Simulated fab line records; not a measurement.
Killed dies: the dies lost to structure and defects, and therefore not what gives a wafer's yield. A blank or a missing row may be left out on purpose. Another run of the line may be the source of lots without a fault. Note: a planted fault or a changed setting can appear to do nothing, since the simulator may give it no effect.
Matching of chambers -- flow n5Finfet -- N5_MOL_CONTACT_COAG_ETCH_15 on rieDiel-03: 4 sister chambers
The step etches SiNx in CH3F/O2, stops on Si:P, target depth 7 nm. 16 wafers are shown with their chamber, then 8 later ones without.

== WAFERS, EACH WITH ITS CHAMBER ==
wafer,chamber,showerheadPlenumPTorr (Torr),drypumpMotorCurrentA (A),rfVppV (V)
L075.2,0,2.00,6.4,287
L075.5,1,2.05,5.1,281
L075.6,0,2.00,6.3,288
L076.1,1,2.05,5.1,281
L076.4,2,2.03,5.6,302
L076.6,0,2.00,6.4,287
L078.1,0,2.00,6.4,287
L078.2,3,1.96,5.4,294
L078.3,1,2.05,5.1,281
L082.1,0,2.00,6.4,288
L082.4,0,2.00,6.4,288
L082.5,2,2.03,5.7,301
L083.1,2,2.03,5.7,302
L083.4,1,2.05,5.1,280
L083.5,1,2.05,5.1,281
L088.1,0,1.99,6.4,288

SIGNATURES (means of the wafers above)
reading,chamber 0,chamber 1,chamber 2,chamber 3,scatter within a chamber
showerheadPlenumPTorr,1.9986,2.0500,2.0300,1.9600,0.00267
drypumpMotorCurrentA,6.386,5.100,5.667,5.400,0.0356
rfVppV,287.57,280.80,301.67,294.00,0.515
Rule: for each reading, subtract the chamber's mean from the wafer's reading, divide by that reading's scatter and square the result; add these up over the readings and take the root, which gives the wafer's distance from the chamber. If the next closest chamber is less than 2 further off than the closest, the wafer can't be placed; otherwise it belongs to the closest. How the scatter is found: for the shown wafers, subtract from each reading the mean of its chamber, square and add these, divide the total by (wafers less chambers), then take the root.

== WAFERS MISSING THEIR CHAMBER ==
wafer,showerheadPlenumPTorr (Torr),drypumpMotorCurrentA (A),rfVppV (V)
L088.4,1.96,5.4,293
L088.5,1.96,5.4,292
L091.1,2.02,5.6,303
L091.3,1.95,5.4,292
L091.6,1.95,5.4,292
L092.2,1.99,6.4,286
L092.4,2.02,5.6,303
L092.5,2.02,5.6,302

== WHICH CHAMBER EACH WENT THROUGH ==
wafer,from the rows above,in truth
L088.4,3,3
L088.5,3,3
L091.1,2,2
L091.3,3,3
L091.6,3,3
L092.2,0,0
L092.4,2,2
L092.5,2,2
Placed correctly: 8 of 8. From these rows, 0 cannot be placed. Placed wrongly: 0.
